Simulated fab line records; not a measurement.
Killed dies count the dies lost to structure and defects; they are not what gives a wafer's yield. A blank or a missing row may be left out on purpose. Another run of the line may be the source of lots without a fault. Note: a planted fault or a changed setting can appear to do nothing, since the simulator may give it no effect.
Which tool did it? | flow n5 finfet | Sampling: 10 lots, 28 wafers, 5 of 1938 route steps

WHAT THE GAUGES SHOWED, per wafer
N5_BEOL_M15_THK_MEAS_50: measures by xrf.
lot  | measured     | on            | M15_THK (nm)
L449 | day 11 19:15 | film metro-02 | 832 805 828
L451 | day 11 20:19 | film metro-02 | 818 846 839
L458 | day 14 06:53 | film metro-01 | 826 819
L455 | day 14 07:14 | film metro-01 | 801 793 802
L463 | day 15 10:21 | film metro-02 | 909 847 901
L465 | day 15 12:19 | film metro-01 | 875 912 838
L464 | day 15 20:11 | film metro-01 | 899 820 836
L468 | day 16 17:02 | film metro-02 | 821 821 833
L466 | day 17 06:34 | film metro-01 | 820 820
L471 | day 17 22:54 | film metro-01 | 804 814 850

N5_BEOL_M15_RS_MEAS_54: uses a four-point probe to measure.
lot  | measured     | on            | M15_RS (ohm/sq)
L449 | day 11 19:23 | film metro-02 | 0.0215 0.0223 0.0217
L451 | day 11 20:26 | film metro-02 | 0.0219 0.0212 0.0215
L458 | day 14 07:01 | film metro-01 | 0.0217 0.0218
L455 | day 14 07:22 | film metro-01 | 0.0221 0.0222 0.0220
L463 | day 15 10:29 | film metro-01 | 0.0199 0.0213 0.0200
L465 | day 15 12:27 | film metro-02 | 0.0207 0.0199 0.0216
L464 | day 15 20:19 | film metro-02 | 0.0199 0.0220 0.0215
L468 | day 16 17:10 | film metro-01 | 0.0221 0.0220 0.0218
L466 | day 17 06:42 | film metro-01 | 0.0217 0.0216
L471 | day 17 23:02 | film metro-01 | 0.0221 0.0221 0.0209

TOOL THAT RAN EACH LOT (tool first, then ch and the chambers of the sampled wafers, then the start)
lot  | N5_BEOL_M15_TRENCH_ETCH_34         | N5_BEOL_M15_STRIP_62                          | N5_BEOL_M15_ANNEAL_48
L449 | rie diel-05 ch 0,1,2, day 11 13:19 | rie diel-04 ch 1,2,3, day 11 18:40 or earlier | rtp anneal-01 ch 0, day 11 18:40
L451 | rie diel-05 ch 1,3, day 11 16:06   | rie diel-04 ch 0,1,3, day 11 19:27 or earlier | rtp anneal-02 ch 0, day 11 19:27
L458 | rie diel-05 ch 0,1, day 14 02:14   | rie diel-05 ch 0,1, day 14 06:26 or earlier   | rtp anneal-01 ch 0, day 14 06:26
L455 | rie diel-06 ch 1,2,3, day 14 03:18 | rie diel-04 ch 0,2,3, day 14 06:38 or earlier | rtp anneal-02 ch 0, day 14 06:38
L463 | rie diel-05 ch 1,3, day 15 06:04   | rie diel-05 ch 1,2,3, day 15 09:46 or earlier | rtp anneal-02 ch 0, day 15 09:46
L465 | rie diel-05 ch 0,2,3, day 15 10:21 | rie diel-05 ch 0,1, day 15 11:44 or earlier   | rtp anneal-01 ch 0, day 15 11:44
L464 | rie diel-05 ch 0,1, day 15 14:52   | rie diel-04 ch 1,2, day 15 19:36 or earlier   | rtp anneal-01 ch 0, day 15 19:36
L468 | rie diel-06 ch 0,1,3, day 16 15:17 | rie diel-05 ch 0,1,3, day 16 16:30 or earlier | rtp anneal-02 ch 0, day 16 16:30
L466 | rie diel-06 ch 0,1, day 17 00:49   | rie diel-06 ch 0,3, day 17 05:58 or earlier   | rtp anneal-01 ch 0, day 17 05:58
L471 | rie diel-04 ch 2,3, day 17 18:16   | rie diel-04 ch 0,3, day 17 22:11 or earlier   | rtp anneal-01 ch 0, day 17 22:11
- N5_BEOL_M15_TRENCH_ETCH_34: etches SiO2 in C4F8/O2/Ar, target depth 872.93 nm, time 199 s.
- N5_BEOL_M15_STRIP_62: strips in O2.
- N5_BEOL_M15_ANNEAL_48: time 90 s.

WHAT THE TOOLS THEMSELVES READ (means of the sampled wafers that have a number; where no wafer has one, the mark that the record gives instead)
N5_BEOL_M15_TRENCH_ETCH_34.
lot  | tool        | O2_flow_sccm (sccm) | drypump motor current A (A) | mfc ar sccm (sccm) | oes product au (a.u.) | rf vpp V (V) | showerhead plenum p Torr (Torr) | throttle valve pct (%)
L449 | rie diel-05 | 11.98               | 5.6                         | 399.0              | 0.79                  | 2188         | 3.39                            | 30.83
L451 | rie diel-05 | 12.03               | 5.8                         | 399.3              | 0.76                  | 2196         | 3.47                            | 30.91
L458 | rie diel-05 | 11.98               | 5.4                         | 400.5              | 0.76                  | 2200         | 3.35                            | 30.95
L455 | rie diel-06 | 12.01               | 5.6                         | 401.2              | 0.78                  | 2226         | 3.42                            | 30.86
L463 | rie diel-05 | 12.01               | 5.8                         | 400.7              | 0.84                  | 2194         | 3.46                            | 30.79
L465 | rie diel-05 | 11.99               | 5.5                         | 399.7              | 0.83                  | 2238         | 3.43                            | 30.92
L464 | rie diel-05 | 11.98               | 5.6                         | 400.4              | 0.76                  | 2180         | 3.37                            | 30.91
L468 | rie diel-06 | 11.99               | 5.4                         | 400.7              | 0.83                  | 2213         | 3.43                            | 30.76
L466 | rie diel-06 | 12.01               | 5.7                         | 400.5              | 0.84                  | 2244         | 3.47                            | 30.84
L471 | rie diel-04 | 11.97               | 5.1                         | 401.0              | 0.82                  | 2251         | 3.44                            | 31.03

N5_BEOL_M15_STRIP_62.
lot  | tool        | drypump motor current A (A) | oes product au (a.u.) | rf vpp V (V) | showerhead plenum p Torr (Torr) | throttle valve pct (%)
L449 | rie diel-04 | 5.1                         | 0.82                  | 3.3          | 2.09                            | 16.71
L451 | rie diel-04 | 5.3                         | 0.85                  | 4.0          | 2.06                            | 16.72
L458 | rie diel-05 | 5.4                         | 0.76                  | 3.5          | 2.06                            | 16.86
L455 | rie diel-04 | 5.2                         | 0.87                  | 3.7          | 2.08                            | 16.64
L463 | rie diel-05 | 5.8                         | 0.85                  | 3.9          | 2.12                            | 16.57
L465 | rie diel-05 | 5.6                         | 0.75                  | 3.9          | 2.07                            | 16.87
L464 | rie diel-04 | 5.3                         | 0.73                  | 3.7          | 2.09                            | 17.03
L468 | rie diel-05 | 5.6                         | 0.81                  | 3.7          | 2.07                            | 16.70
L466 | rie diel-06 | 4.9                         | 0.85                  | 3.8          | 2.04                            | 16.59
L471 | rie diel-04 | 5.1                         | 0.86                  | 3.5          | 2.04                            | 16.54

N5_BEOL_M15_ANNEAL_48.
lot  | tool          | wafer_temp_C_max
L449 | rtp anneal-01 | 225.8
L451 | rtp anneal-02 | 226.5
L458 | rtp anneal-01 | 225.8
L455 | rtp anneal-02 | 226.8
L463 | rtp anneal-02 | 226.1
L465 | rtp anneal-01 | 225.9
L464 | rtp anneal-01 | 225.8
L468 | rtp anneal-02 | 226.3
L466 | rtp anneal-01 | 226.0
L471 | rtp anneal-01 | 225.6

THE ANSWER, worked out from the rows above alone
Rule: what is usual is taken from the lots themselves. The widest of any qualifying gaps counts: lots, ordered by their means at a reading, are off when they make up no more than a third of the lots, leave a main group of 4 or more, and stand apart from it by 3 or more times the standard deviation of that group's means. A main group whose means are all the same, to the digits that the tables above print for the reading, isn't used. A lot without any number at a reading at which 4 lots or more have one is off too. The other lots that the step has rows for count as sound. The gauges are gone through in route order, then the tools' own readings, and for those a lot's mean is taken as printed above. At the first step where some lot is off, the reading lying furthest off is the one used; lots without a number count as furthest.
None of the lots is off at any reading shown; this tells nothing.

WHAT THE SIMULATOR HAD PUT IN
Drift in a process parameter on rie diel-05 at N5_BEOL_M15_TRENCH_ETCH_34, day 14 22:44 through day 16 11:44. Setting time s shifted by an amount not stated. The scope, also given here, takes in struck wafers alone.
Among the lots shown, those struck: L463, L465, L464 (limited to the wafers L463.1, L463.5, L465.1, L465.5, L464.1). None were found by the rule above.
